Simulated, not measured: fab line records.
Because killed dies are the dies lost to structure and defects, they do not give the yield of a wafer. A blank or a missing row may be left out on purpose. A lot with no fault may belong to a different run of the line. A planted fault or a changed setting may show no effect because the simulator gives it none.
fab line records :: flow nand-harc
[record]
  lots = 7
  wafers = 21
  last-day = 32
route steps=1302 shown A_M0@1156 A_M1@1169
lots that met no fault: from a run of the same line without faults
start-h: hours from the record's first day to the start of the lot's first wafer shown :: wait-h: hours since the lot's step before :: " as in the row above :: L1.1+2: a single row standing in for several wafers :: - no value present, or no start provided :: * or withheld: withheld :: < > ~ a bound
route shown NAME@n: NAME is a module with steps in the file, n the number in the route of the first one :: usual: mean and standard deviation over wafers with no fault :: same: alike in all rows :: chamber/n: place in a boat :: sites: per-site readings :: _std_site: how widely they spread, as a standard deviation :: _edge_site: outer sites' mean less inner sites' :: radius-mm: for every site, how far away it sits from the centre of the wafer :: mask NAME#n: copy n :: behind: the most recent tool/chamber to have shaped the wafer :: hold: why the lot went on hold/how many hours it stayed there/how the hold came to an end :: device: which transistor (n, p or np) failed to switch :: end of line: tests run on the same wafers once the route is complete :: where a step has no rows: the recipe by itself :: killed: not the wafer's yield, but the dies lost to structure and defects at the first sort :: map: dies across one wafer; x = killed, . = not, _ = none there
set.NAME: the setting the step ran with; set.NAME@STEP: the setting that earlier step ran with :: model.NAME: the simulator's own value behind a step, which no gauge read
lots at some steps of the route; a table a step, a row a wafer
services: from which hour (start-h, from the record's first day; less than 0 if before it) a tool's chamber was out of use, for how many hours, and why
[[steps]]
[step NHARC_A_M0_DEGAS_28]
[recipe]
  temp-c = 250
  time-s = 60
[usual]
  heater-power-w = 330/28
lot.wafer: L699.2
tool: pvd-sputter-02
chamber: -
start-h: 572.64
wait-h: -
heater-power-w: 307

lot.wafer: L699.4
tool: pvd-sputter-02
chamber: -
start-h: 572.64
wait-h: -
heater-power-w: 322

lot.wafer: L699.6
tool: pvd-sputter-02
chamber: -
start-h: 572.64
wait-h: -
heater-power-w: 317

lot.wafer: L705.1
tool: pvd-sputter-01
chamber: -
start-h: 614.25
wait-h: -
heater-power-w: 333

lot.wafer: L705.2
tool: pvd-sputter-01
chamber: -
start-h: 614.25
wait-h: -
heater-power-w: 301

lot.wafer: L705.6
tool: pvd-sputter-01
chamber: -
start-h: 614.25
wait-h: -
heater-power-w: 339

lot.wafer: L708.3
tool: pvd-sputter-01
chamber: -
start-h: 644.69
wait-h: -
heater-power-w: 339

lot.wafer: L708.4
tool: pvd-sputter-01
chamber: -
start-h: 644.69
wait-h: -
heater-power-w: 343

lot.wafer: L708.5
tool: pvd-sputter-01
chamber: -
start-h: 644.69
wait-h: -
heater-power-w: 298

lot.wafer: L712.4
tool: pvd-sputter-03
chamber: -
start-h: 679.42
wait-h: -
heater-power-w: 378

lot.wafer: L712.2
tool: pvd-sputter-03
chamber: -
start-h: 679.42
wait-h: -
heater-power-w: 336

lot.wafer: L712.1
tool: pvd-sputter-03
chamber: -
start-h: 679.42
wait-h: -
heater-power-w: 375

lot.wafer: L715.3
tool: pvd-sputter-02
chamber: -
start-h: 703.48
wait-h: -
heater-power-w: 319

lot.wafer: L715.2
tool: pvd-sputter-02
chamber: -
start-h: 703.48
wait-h: -
heater-power-w: 344

lot.wafer: L715.1
tool: pvd-sputter-02
chamber: -
start-h: 703.48
wait-h: -
heater-power-w: 327

lot.wafer: L714.4
tool: pvd-sputter-01
chamber: -
start-h: 706.05
wait-h: -
heater-power-w: 304

lot.wafer: L714.6
tool: pvd-sputter-01
chamber: -
start-h: 706.05
wait-h: -
heater-power-w: 338

lot.wafer: L714.5
tool: pvd-sputter-01
chamber: -
start-h: 706.05
wait-h: -
heater-power-w: 344

lot.wafer: L716.4
tool: pvd-sputter-03
chamber: -
start-h: 731.19
wait-h: -
heater-power-w: 385

lot.wafer: L716.1
tool: pvd-sputter-03
chamber: -
start-h: 731.19
wait-h: -
heater-power-w: 292

lot.wafer: L716.2
tool: pvd-sputter-03
chamber: -
start-h: 731.19
wait-h: -
heater-power-w: 342
[step NHARC_A_M0_PRE_CLEAN_29]
[recipe]
  time-s = 30
  temp-c = 280
  gas = H2/He
[usual]
  heater-power-w = 404/33
lot.wafer: L699.4
tool: pvd-sputter-02
chamber: -
start-h: -
wait-h: -
heater-power-w: 396

lot.wafer: L699.2
tool: pvd-sputter-02
chamber: -
start-h: -
wait-h: -
heater-power-w: 417

lot.wafer: L699.6
tool: pvd-sputter-02
chamber: -
start-h: -
wait-h: -
heater-power-w: 389

lot.wafer: L705.2
tool: pvd-sputter-01
chamber: -
start-h: -
wait-h: -
heater-power-w: 432

lot.wafer: L705.1
tool: pvd-sputter-01
chamber: -
start-h: -
wait-h: -
heater-power-w: 369

lot.wafer: L705.6
tool: pvd-sputter-01
chamber: -
start-h: -
wait-h: -
heater-power-w: 437

lot.wafer: L708.4
tool: pvd-sputter-01
chamber: -
start-h: -
wait-h: -
heater-power-w: 371

lot.wafer: L708.3
tool: pvd-sputter-01
chamber: -
start-h: -
wait-h: -
heater-power-w: 370

lot.wafer: L708.5
tool: pvd-sputter-01
chamber: -
start-h: -
wait-h: -
heater-power-w: 421

lot.wafer: L712.1
tool: pvd-sputter-03
chamber: -
start-h: -
wait-h: -
heater-power-w: 421

lot.wafer: L712.2
tool: pvd-sputter-03
chamber: -
start-h: -
wait-h: -
heater-power-w: 471

lot.wafer: L712.4
tool: pvd-sputter-03
chamber: -
start-h: -
wait-h: -
heater-power-w: 340

lot.wafer: L715.2
tool: pvd-sputter-02
chamber: -
start-h: -
wait-h: -
heater-power-w: 399

lot.wafer: L715.3
tool: pvd-sputter-02
chamber: -
start-h: -
wait-h: -
heater-power-w: 415

lot.wafer: L715.1
tool: pvd-sputter-02
chamber: -
start-h: -
wait-h: -
heater-power-w: 380

lot.wafer: L714.4
tool: pvd-sputter-01
chamber: -
start-h: -
wait-h: -
heater-power-w: 376

lot.wafer: L714.6
tool: pvd-sputter-01
chamber: -
start-h: -
wait-h: -
heater-power-w: 373

lot.wafer: L714.5
tool: pvd-sputter-01
chamber: -
start-h: -
wait-h: -
heater-power-w: 371

lot.wafer: L716.2
tool: pvd-sputter-03
chamber: -
start-h: -
wait-h: -
heater-power-w: 412

lot.wafer: L716.4
tool: pvd-sputter-03
chamber: -
start-h: -
wait-h: -
heater-power-w: 468

lot.wafer: L716.1
tool: pvd-sputter-03
chamber: -
start-h: -
wait-h: -
heater-power-w: 466
[step NHARC_A_M0_PVD_20]
[recipe]
  target-thk-a = 50
  bias-v = 168.6
  power-w = 15000
  chamber-pressure-pa = 0.12
  time-s = 8.06
  substrate-temp-c = 50
  material = TaN
[usual]
  bias-v = 168.7/1.6
  cathode-dc-power-W = 15000/2.7
  throttle-valve-pct = 29.8/1.3
lot.wafer: L699.2
tool: pvd-sputter-02
chamber: -
start-h: -
wait-h: -
bias-v: 172.4
cathode-dc-power-W: 15004
throttle-valve-pct: 29.1

lot.wafer: L699.4
tool: pvd-sputter-02
chamber: -
start-h: -
wait-h: -
bias-v: 172.6
cathode-dc-power-W: 14999
throttle-valve-pct: 29.5

lot.wafer: L699.6
tool: pvd-sputter-02
chamber: -
start-h: -
wait-h: -
bias-v: 169.1
cathode-dc-power-W: 15002
throttle-valve-pct: 29.2

lot.wafer: L705.1
tool: pvd-sputter-01
chamber: -
start-h: -
wait-h: -
bias-v: 166.9
cathode-dc-power-W: 15000
throttle-valve-pct: 30.3

lot.wafer: L705.2
tool: pvd-sputter-01
chamber: -
start-h: -
wait-h: -
bias-v: 169.8
cathode-dc-power-W: 14995
throttle-valve-pct: 29.5

lot.wafer: L705.6
tool: pvd-sputter-01
chamber: -
start-h: -
wait-h: -
bias-v: 167.0
cathode-dc-power-W: 15004
throttle-valve-pct: 31.7

lot.wafer: L708.3
tool: pvd-sputter-01
chamber: -
start-h: -
wait-h: -
bias-v: 166.8
cathode-dc-power-W: 15002
throttle-valve-pct: 29.3

lot.wafer: L708.4
tool: pvd-sputter-01
chamber: -
start-h: -
wait-h: -
bias-v: 167.1
cathode-dc-power-W: 15002
throttle-valve-pct: 29.9

lot.wafer: L708.5
tool: pvd-sputter-01
chamber: -
start-h: -
wait-h: -
bias-v: 169.7
cathode-dc-power-W: 15001
throttle-valve-pct: 30.1

lot.wafer: L712.2
tool: pvd-sputter-03
chamber: -
start-h: -
wait-h: -
bias-v: 168.9
cathode-dc-power-W: 14999
throttle-valve-pct: 32.5

lot.wafer: L712.1
tool: pvd-sputter-03
chamber: -
start-h: -
wait-h: -
bias-v: 169.5
cathode-dc-power-W: 14998
throttle-valve-pct: 29.0

lot.wafer: L712.4
tool: pvd-sputter-03
chamber: -
start-h: -
wait-h: -
bias-v: 171.5
cathode-dc-power-W: 14998
throttle-valve-pct: 29.6

lot.wafer: L715.2
tool: pvd-sputter-02
chamber: -
start-h: -
wait-h: -
bias-v: 166.9
cathode-dc-power-W: 14999
throttle-valve-pct: 28.4

lot.wafer: L715.3
tool: pvd-sputter-02
chamber: -
start-h: -
wait-h: -
bias-v: 167.1
cathode-dc-power-W: 14999
throttle-valve-pct: 29.2

lot.wafer: L715.1
tool: pvd-sputter-02
chamber: -
start-h: -
wait-h: -
bias-v: 171.0
cathode-dc-power-W: 15000
throttle-valve-pct: 27.6

lot.wafer: L714.4
tool: pvd-sputter-01
chamber: -
start-h: -
wait-h: -
bias-v: 166.2
cathode-dc-power-W: 15004
throttle-valve-pct: 32.1

lot.wafer: L714.6
tool: pvd-sputter-01
chamber: -
start-h: -
wait-h: -
bias-v: 167.2
cathode-dc-power-W: 14999
throttle-valve-pct: 31.9

lot.wafer: L714.5
tool: pvd-sputter-01
chamber: -
start-h: -
wait-h: -
bias-v: 169.6
cathode-dc-power-W: 15001
throttle-valve-pct: 30.2

lot.wafer: L716.2
tool: pvd-sputter-03
chamber: -
start-h: -
wait-h: -
bias-v: 168.0
cathode-dc-power-W: 14995
throttle-valve-pct: 31.6

lot.wafer: L716.4
tool: pvd-sputter-03
chamber: -
start-h: -
wait-h: -
bias-v: 169.3
cathode-dc-power-W: 15004
throttle-valve-pct: 29.6

lot.wafer: L716.1
tool: pvd-sputter-03
chamber: -
start-h: -
wait-h: -
bias-v: 169.4
cathode-dc-power-W: 15001
throttle-valve-pct: 29.4
[step NHARC_A_M0_PVD_21]
[recipe]
  target-thk-a = 300
  chamber-pressure-pa = 5
  power-w = 5000
  substrate-temp-c = 30
  time-s = 20.49
  material = Cu
[step NHARC_A_M0_ECD_22]
[recipe]
  target-thk-a = 4000
  bath-temp-c = 25
  material = Cu
[step NHARC_A_M0_ANNEAL_30]
[recipe]
  temp-c = 225
  time-s = 90
[step NHARC_A_M0_CMP_23]
[recipe]
  t-overpolish-s = 20
  target-thk-nm = 113.75
[usual]
  motor-current-A = 12.2/0.88
  time-to-endpoint-s = 28.5/2.5
lot.wafer: L699.4
tool: cmp-01
chamber: 3
start-h: 573.73
wait-h: -
motor-current-A: 12.1
time-to-endpoint-s: 27.7

lot.wafer: L699.2
tool: cmp-01
chamber: 1
start-h: 573.73
wait-h: -
motor-current-A: 13.4
time-to-endpoint-s: 30.5

lot.wafer: L699.6
tool: cmp-01
chamber: 3
start-h: 573.73
wait-h: -
motor-current-A: 11.3
time-to-endpoint-s: 29.3

lot.wafer: L705.1
tool: cmp-02
chamber: 1
start-h: 615.36
wait-h: -
motor-current-A: 13.2
time-to-endpoint-s: 28.9

lot.wafer: L705.2
tool: cmp-02
chamber: 3
start-h: 615.36
wait-h: -
motor-current-A: 12.8
time-to-endpoint-s: 26.9

lot.wafer: L705.6
tool: cmp-02
chamber: 1
start-h: 615.36
wait-h: -
motor-current-A: 13.1
time-to-endpoint-s: 25.6

lot.wafer: L708.3
tool: cmp-04
chamber: 1
start-h: 645.80
wait-h: -
motor-current-A: 13.1
time-to-endpoint-s: 26.8

lot.wafer: L708.4
tool: cmp-04
chamber: 3
start-h: 645.80
wait-h: -
motor-current-A: 10.1
time-to-endpoint-s: 31.5

lot.wafer: L708.5
tool: cmp-04
chamber: 1
start-h: 645.80
wait-h: -
motor-current-A: 12.5
time-to-endpoint-s: 25.7

lot.wafer: L712.1
tool: cmp-01
chamber: 2
start-h: 680.72
wait-h: -
motor-current-A: 10.8
time-to-endpoint-s: 26.4

lot.wafer: L712.2
tool: cmp-01
chamber: 3
start-h: 680.72
wait-h: -
motor-current-A: 11.7
time-to-endpoint-s: 29.0

lot.wafer: L712.4
tool: cmp-01
chamber: 0
start-h: 680.72
wait-h: -
motor-current-A: 11.3
time-to-endpoint-s: 31.4

lot.wafer: L715.2
tool: cmp-02
chamber: 2
start-h: 704.56
wait-h: -
motor-current-A: 12.8
time-to-endpoint-s: 30.6

lot.wafer: L715.3
tool: cmp-02
chamber: 3
start-h: 704.56
wait-h: -
motor-current-A: 12.8
time-to-endpoint-s: 30.9

lot.wafer: L715.1
tool: cmp-02
chamber: 1
start-h: 704.56
wait-h: -
motor-current-A: 13.5
time-to-endpoint-s: 32.5

lot.wafer: L714.4
tool: cmp-02
chamber: 3
start-h: 707.14
wait-h: -
motor-current-A: 12.5
time-to-endpoint-s: 31.5

lot.wafer: L714.6
tool: cmp-02
chamber: 2
start-h: 707.14
wait-h: -
motor-current-A: 12.8
time-to-endpoint-s: 29.6

lot.wafer: L714.5
tool: cmp-02
chamber: 3
start-h: 707.14
wait-h: -
motor-current-A: 12.5
time-to-endpoint-s: 31.4

lot.wafer: L716.1
tool: cmp-02
chamber: 1
start-h: 732.27
wait-h: -
motor-current-A: 12.7
time-to-endpoint-s: 29.4

lot.wafer: L716.4
tool: cmp-02
chamber: 2
start-h: 732.27
wait-h: -
motor-current-A: 12.6
time-to-endpoint-s: 28.4

lot.wafer: L716.2
tool: cmp-02
chamber: 3
start-h: 732.27
wait-h: -
motor-current-A: 12.5
time-to-endpoint-s: 27.7
[step NHARC_A_M0_THK_MEAS_24]
[recipe]
  thk-meas-gauge = xrf
[usual]
  thk-nm = 114.0/1.5
lot.wafer: L699.2
tool: film-metro-02
chamber: -
start-h: 574.02
wait-h: -
thk-nm: 115.5

lot.wafer: L699.4
tool: film-metro-02
chamber: -
start-h: 574.02
wait-h: -
thk-nm: 113.4

lot.wafer: L699.6
tool: film-metro-02
chamber: -
start-h: 574.02
wait-h: -
thk-nm: 114.2

lot.wafer: L705.1
tool: film-metro-02
chamber: -
start-h: 615.64
wait-h: -
thk-nm: 114.4

lot.wafer: L705.2
tool: film-metro-02
chamber: -
start-h: 615.64
wait-h: -
thk-nm: 113.0

lot.wafer: L705.6
tool: film-metro-02
chamber: -
start-h: 615.64
wait-h: -
thk-nm: 115.4

lot.wafer: L708.3
tool: film-metro-02
chamber: -
start-h: 646.09
wait-h: -
thk-nm: 115.8

lot.wafer: L708.4
tool: film-metro-02
chamber: -
start-h: 646.09
wait-h: -
thk-nm: 115.1

lot.wafer: L708.5
tool: film-metro-02
chamber: -
start-h: 646.09
wait-h: -
thk-nm: 112.4

lot.wafer: L712.1
tool: film-metro-02
chamber: -
start-h: 681.03
wait-h: -
thk-nm: 115.8

lot.wafer: L712.2
tool: film-metro-02
chamber: -
start-h: 681.03
wait-h: -
thk-nm: 113.4

lot.wafer: L712.4
tool: film-metro-02
chamber: -
start-h: 681.03
wait-h: -
thk-nm: 117.2

lot.wafer: L715.1
tool: film-metro-02
chamber: -
start-h: 704.88
wait-h: -
thk-nm: 115.7

lot.wafer: L715.2
tool: film-metro-02
chamber: -
start-h: 704.88
wait-h: -
thk-nm: 116.1

lot.wafer: L715.3
tool: film-metro-02
chamber: -
start-h: 704.88
wait-h: -
thk-nm: 115.5

lot.wafer: L714.4
tool: film-metro-01
chamber: -
start-h: 707.44
wait-h: -
thk-nm: 114.7

lot.wafer: L714.5
tool: film-metro-01
chamber: -
start-h: 707.44
wait-h: -
thk-nm: 114.7

lot.wafer: L714.6
tool: film-metro-01
chamber: -
start-h: 707.44
wait-h: -
thk-nm: 114.6

lot.wafer: L716.1
tool: film-metro-01
chamber: -
start-h: 732.58
wait-h: -
thk-nm: 113.9

lot.wafer: L716.2
tool: film-metro-01
chamber: -
start-h: 732.58
wait-h: -
thk-nm: 113.9

lot.wafer: L716.4
tool: film-metro-01
chamber: -
start-h: 732.58
wait-h: -
thk-nm: 114.1
[step NHARC_A_M0_SRD_25]
[step NHARC_A_M0_INSPECT_27]
[usual]
  raw-defect-count = 508/110
lot.wafer: L699.2
tool: defect-inspect-01
chamber: -
start-h: 574.18
wait-h: 0.0
raw-defect-count: 532

lot.wafer: L699.4
tool: defect-inspect-01
chamber: -
start-h: 574.18
wait-h: 0.0
raw-defect-count: 648

lot.wafer: L699.6
tool: defect-inspect-01
chamber: -
start-h: 574.18
wait-h: 0.0
raw-defect-count: 595

lot.wafer: L705.1
tool: defect-inspect-01
chamber: -
start-h: 615.80
wait-h: 0.0
raw-defect-count: 470

lot.wafer: L705.2
tool: defect-inspect-01
chamber: -
start-h: 615.80
wait-h: 0.0
raw-defect-count: 440

lot.wafer: L705.6
tool: defect-inspect-01
chamber: -
start-h: 615.80
wait-h: 0.0
raw-defect-count: 373

lot.wafer: L708.3
tool: defect-inspect-02
chamber: -
start-h: 646.25
wait-h: 0.0
raw-defect-count: 471

lot.wafer: L708.4
tool: defect-inspect-02
chamber: -
start-h: 646.25
wait-h: 0.0
raw-defect-count: 601

lot.wafer: L708.5
tool: defect-inspect-02
chamber: -
start-h: 646.25
wait-h: 0.0
raw-defect-count: 487

lot.wafer: L712.1
tool: defect-inspect-02
chamber: -
start-h: 681.19
wait-h: 0.0
raw-defect-count: 505

lot.wafer: L712.2
tool: defect-inspect-02
chamber: -
start-h: 681.19
wait-h: 0.0
raw-defect-count: 489

lot.wafer: L712.4
tool: defect-inspect-02
chamber: -
start-h: 681.19
wait-h: 0.0
raw-defect-count: 495

lot.wafer: L715.1
tool: defect-inspect-02
chamber: -
start-h: 705.03
wait-h: 0.0
raw-defect-count: 897

lot.wafer: L715.2
tool: defect-inspect-02
chamber: -
start-h: 705.03
wait-h: 0.0
raw-defect-count: 633

lot.wafer: L715.3
tool: defect-inspect-02
chamber: -
start-h: 705.03
wait-h: 0.0
raw-defect-count: 605

lot.wafer: L714.4
tool: defect-inspect-01
chamber: -
start-h: 707.59
wait-h: 0.0
raw-defect-count: 633

lot.wafer: L714.5
tool: defect-inspect-01
chamber: -
start-h: 707.59
wait-h: 0.0
raw-defect-count: 498

lot.wafer: L714.6
tool: defect-inspect-01
chamber: -
start-h: 707.59
wait-h: 0.0
raw-defect-count: 541

lot.wafer: L716.1
tool: defect-inspect-01
chamber: -
start-h: 732.73
wait-h: 0.0
raw-defect-count: 434

lot.wafer: L716.2
tool: defect-inspect-01
chamber: -
start-h: 732.73
wait-h: 0.0
raw-defect-count: 585

lot.wafer: L716.4
tool: defect-inspect-01
chamber: -
start-h: 732.73
wait-h: 0.0
raw-defect-count: 469
[step NHARC_A_M0_PRE_CLEAN_31]
[recipe]
  time-s = 12
  temp-c = 370
  rf-power-w = 300
  gas = NH3
[usual]
  heater-power-w = 605/61
  rf-fwd-power-W = 292.4/0.98
lot.wafer: L699.2
tool: pecvd-02
chamber: 0
start-h: 574.27
wait-h: 0.1
heater-power-w: 697
rf-fwd-power-W: 291.6

lot.wafer: L699.4
tool: pecvd-02
chamber: 2
start-h: 574.27
wait-h: 0.1
heater-power-w: 654
rf-fwd-power-W: 292.3

lot.wafer: L699.6
tool: pecvd-02
chamber: 0
start-h: 574.27
wait-h: 0.1
heater-power-w: 683
rf-fwd-power-W: 294.3

lot.wafer: L705.1
tool: pecvd-02
chamber: 1
start-h: 615.87
wait-h: 0.1
heater-power-w: 536
rf-fwd-power-W: 292.5

lot.wafer: L705.2
tool: pecvd-02
chamber: 2
start-h: 615.87
wait-h: 0.1
heater-power-w: 647
rf-fwd-power-W: 293.6

lot.wafer: L705.6
tool: pecvd-02
chamber: 2
start-h: 615.87
wait-h: 0.1
heater-power-w: 647
rf-fwd-power-W: 292.6

lot.wafer: L708.3
tool: pecvd-03
chamber: 0
start-h: 646.63
wait-h: 0.4
heater-power-w: 537
rf-fwd-power-W: 292.0

lot.wafer: L708.5
tool: pecvd-03
chamber: 0
start-h: 646.63
wait-h: 0.4
heater-power-w: 537
rf-fwd-power-W: 291.5

lot.wafer: L708.4
tool: pecvd-03
chamber: 2
start-h: 646.63
wait-h: 0.4
heater-power-w: 535
rf-fwd-power-W: 291.8

lot.wafer: L712.1
tool: pecvd-04
chamber: 0
start-h: 681.27
wait-h: 0.1
heater-power-w: 614
rf-fwd-power-W: 291.3

lot.wafer: L712.2
tool: pecvd-04
chamber: 1
start-h: 681.27
wait-h: 0.1
heater-power-w: 560
rf-fwd-power-W: 291.0

lot.wafer: L712.4
tool: pecvd-04
chamber: 1
start-h: 681.27
wait-h: 0.1
heater-power-w: 563
rf-fwd-power-W: 292.2

lot.wafer: L715.3
tool: pecvd-03
chamber: 1
start-h: 705.10
wait-h: 0.1
heater-power-w: 502
rf-fwd-power-W: 293.2

lot.wafer: L715.1
tool: pecvd-03
chamber: 2
start-h: 705.10
wait-h: 0.1
heater-power-w: 615
rf-fwd-power-W: 293.5

lot.wafer: L715.2
tool: pecvd-03
chamber: 0
start-h: 705.10
wait-h: 0.1
heater-power-w: 623
rf-fwd-power-W: 292.2

lot.wafer: L714.5
tool: pecvd-04
chamber: 1
start-h: 707.70
wait-h: 0.1
heater-power-w: 531
rf-fwd-power-W: 292.8

lot.wafer: L714.4
tool: pecvd-04
chamber: 2
start-h: 707.70
wait-h: 0.1
heater-power-w: 573
rf-fwd-power-W: 292.3

lot.wafer: L714.6
tool: pecvd-04
chamber: 0
start-h: 707.70
wait-h: 0.1
heater-power-w: 644
rf-fwd-power-W: 294.3

lot.wafer: L716.1
tool: pecvd-02
chamber: 1
start-h: 732.80
wait-h: 0.1
heater-power-w: 570
rf-fwd-power-W: 290.8

lot.wafer: L716.2
tool: pecvd-02
chamber: 2
start-h: 732.80
wait-h: 0.1
heater-power-w: 579
rf-fwd-power-W: 293.2

lot.wafer: L716.4
tool: pecvd-02
chamber: 1
start-h: 732.80
wait-h: 0.1
heater-power-w: 574
rf-fwd-power-W: 291.4
[step NHARC_A_M0_DEP_32]
[recipe]
  target-thk-a = 300
  temp-c = 370
  target-thk-nm = 30
  pressure-torr = 3
  flow-sccm = 200
  rf-w = 450
  material = SiCN
[usual]
  chamber-pressure-Torr = 2.999/0.0062
  heater-power-outer-w = 320/40
  heater-power-w = 558/52
  rf-fwd-power-W = 449.2/1.3
lot.wafer: L699.2
tool: pecvd-02
chamber: 0
start-h: 574.41
wait-h: 0.1
chamber-pressure-Torr: 2.989
heater-power-outer-w: 377
heater-power-w: 612
rf-fwd-power-W: 450.5

lot.wafer: L699.4
tool: pecvd-02
chamber: 2
start-h: 574.41
wait-h: 0.1
chamber-pressure-Torr: 3.002
heater-power-outer-w: 348
heater-power-w: 632
rf-fwd-power-W: 448.3

lot.wafer: L699.6
tool: pecvd-02
chamber: 0
start-h: 574.41
wait-h: 0.1
chamber-pressure-Torr: 2.998
heater-power-outer-w: 371
heater-power-w: 633
rf-fwd-power-W: 448.9

lot.wafer: L705.1
tool: pecvd-02
chamber: 1
start-h: 615.94
wait-h: 0.1
chamber-pressure-Torr: 2.994
heater-power-outer-w: 331
heater-power-w: 518
rf-fwd-power-W: 450.2

lot.wafer: L705.2
tool: pecvd-02
chamber: 2
start-h: 615.94
wait-h: 0.1
chamber-pressure-Torr: 2.995
heater-power-outer-w: 354
heater-power-w: 581
rf-fwd-power-W: 450.5

lot.wafer: L705.6
tool: pecvd-02
chamber: 2
start-h: 615.94
wait-h: 0.1
chamber-pressure-Torr: 3.006
heater-power-outer-w: 341
heater-power-w: 592
rf-fwd-power-W: 449.2

lot.wafer: L708.3
tool: pecvd-03
chamber: 0
start-h: 646.71
wait-h: 0.1
chamber-pressure-Torr: 2.998
heater-power-outer-w: 297
heater-power-w: 549
rf-fwd-power-W: 449.4

lot.wafer: L708.5
tool: pecvd-03
chamber: 0
start-h: 646.71
wait-h: 0.1
chamber-pressure-Torr: 3.000
heater-power-outer-w: 301
heater-power-w: 540
rf-fwd-power-W: 449.3

lot.wafer: L708.4
tool: pecvd-03
chamber: 2
start-h: 646.71
wait-h: 0.1
chamber-pressure-Torr: 2.988
heater-power-outer-w: 256
heater-power-w: 499
rf-fwd-power-W: 449.7

lot.wafer: L712.1
tool: pecvd-04
chamber: 0
start-h: 681.38
wait-h: 0.1
chamber-pressure-Torr: -
heater-power-outer-w: -
heater-power-w: -
rf-fwd-power-W: -

lot.wafer: L712.2
tool: pecvd-04
chamber: 1
start-h: 681.38
wait-h: 0.1
chamber-pressure-Torr: -
heater-power-outer-w: -
heater-power-w: -
rf-fwd-power-W: -

lot.wafer: L712.4
tool: pecvd-04
chamber: 1
start-h: 681.38
wait-h: 0.1
chamber-pressure-Torr: -
heater-power-outer-w: -
heater-power-w: -
rf-fwd-power-W: -

lot.wafer: L715.3
tool: pecvd-03
chamber: 1
start-h: 705.18
wait-h: 0.1
chamber-pressure-Torr: -
heater-power-outer-w: -
heater-power-w: -
rf-fwd-power-W: -

lot.wafer: L715.1
tool: pecvd-03
chamber: 2
start-h: 705.18
wait-h: 0.1
chamber-pressure-Torr: -
heater-power-outer-w: -
heater-power-w: -
rf-fwd-power-W: -

lot.wafer: L715.2
tool: pecvd-03
chamber: 0
start-h: 705.18
wait-h: 0.1
chamber-pressure-Torr: -
heater-power-outer-w: -
heater-power-w: -
rf-fwd-power-W: -

lot.wafer: L714.5
tool: pecvd-04
chamber: 1
start-h: 707.87
wait-h: 0.2
chamber-pressure-Torr: -
heater-power-outer-w: -
heater-power-w: -
rf-fwd-power-W: -

lot.wafer: L714.4
tool: pecvd-04
chamber: 2
start-h: 707.87
wait-h: 0.2
chamber-pressure-Torr: -
heater-power-outer-w: -
heater-power-w: -
rf-fwd-power-W: -

lot.wafer: L714.6
tool: pecvd-04
chamber: 0
start-h: 707.87
wait-h: 0.2
chamber-pressure-Torr: -
heater-power-outer-w: -
heater-power-w: -
rf-fwd-power-W: -

lot.wafer: L716.1
tool: pecvd-02
chamber: 1
start-h: 732.88
wait-h: 0.1
chamber-pressure-Torr: 3.004
heater-power-outer-w: 349
heater-power-w: 561
rf-fwd-power-W: 448.8

lot.wafer: L716.2
tool: pecvd-02
chamber: 2
start-h: 732.88
wait-h: 0.1
chamber-pressure-Torr: 3.004
heater-power-outer-w: 317
heater-power-w: 566
rf-fwd-power-W: 448.3

lot.wafer: L716.4
tool: pecvd-02
chamber: 1
start-h: 732.88
wait-h: 0.1
chamber-pressure-Torr: 2.994
heater-power-outer-w: 350
heater-power-w: 557
rf-fwd-power-W: 450.8
[step NHARC_A_M1_DEP_00]
[recipe]
  target-thk-a = 1825
  target-thk-nm = 182.5
  temp-c = withheld
  pressure-torr = 5
  flow-sccm = 200
  rf-w = 600
  material = SiOC
[[services]]
tool: pecvd-03
chamber: 0
start-h: 551.65
hours: 2.5
kind: repair

tool: pvd-sputter-02
chamber: -
start-h: 554.03
hours: 4.9
kind: repair

tool: pvd-sputter-01
chamber: -
start-h: 563.71
hours: 6.7
kind: repair

tool: cmp-01
chamber: -
start-h: 567.90
hours: 2.1
kind: repair

tool: cmp-02
chamber: -
start-h: 568.30
hours: 1.8
kind: repair

tool: pecvd-02
chamber: -
start-h: 569.04
hours: 1.0
kind: repair

tool: pecvd-04
chamber: 2
start-h: 577.50
hours: 6.2
kind: repair

tool: pvd-sputter-01
chamber: -
start-h: 582.04
hours: 10.0
kind: pm

tool: pecvd-03
chamber: 2
start-h: 588.59
hours: 15.7
kind: repair

tool: pecvd-02
chamber: -
start-h: 589.21
hours: 13.0
kind: pm

tool: pvd-sputter-03
chamber: -
start-h: 591.39
hours: 1.1
kind: repair

tool: cmp-01
chamber: -
start-h: 592.21
hours: 0.5
kind: repair

tool: cmp-01
chamber: -
start-h: 598.44
hours: 4.0
kind: pm

tool: cmp-02
chamber: -
start-h: 620.49
hours: 1.0
kind: repair

tool: cmp-02
chamber: -
start-h: 624.65
hours: 4.0
kind: pm

tool: pecvd-04
chamber: -
start-h: 631.00
hours: 13.0
kind: pm

tool: pvd-sputter-02
chamber: -
start-h: 638.00
hours: 10.0
kind: pm

tool: cmp-01
chamber: -
start-h: 639.56
hours: 2.1
kind: repair

tool: cmp-02
chamber: -
start-h: 648.58
hours: 0.5
kind: repair

tool: pvd-sputter-02
chamber: -
start-h: 699.73
hours: 1.8
kind: repair

tool: pvd-sputter-03
chamber: -
start-h: 704.06
hours: 10.0
kind: pm

tool: cmp-02
chamber: -
start-h: 716.84
hours: 5.5
kind: repair

tool: cmp-02
chamber: -
start-h: 722.65
hours: 4.0
kind: pm

tool: pecvd-03
chamber: -
start-h: 728.36
hours: 13.0
kind: pm
[[key]]
[first-sign]
  step = NHARC_A_M0_DEP_32
  reading = tool-record
  direction = missing
effect none on later readings
met-at NHARC_A_M0_DEP_32
struck-wafers L712.1,L712.2,L712.4,L714.4,L714.5,L714.6,L715.1,L715.2,L715.3
sort-left-out L712.1,L712.2,L712.4,L714.4,L714.5,L714.6,L715.1,L715.2,L715.3
onset-between 646.71 681.38
[fault]
  kind = skipped-step-whole
  tool = pecvd-03,pecvd-04
  chamber = -
  onset-h = 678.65
  steps = NHARC_A_M0_DEP_32
  scope = struck-lots-only
// sort-left-out: the simulated sort isn't trusted on such a fault, so these wafers' sort isn't shown, and their yield isn't known
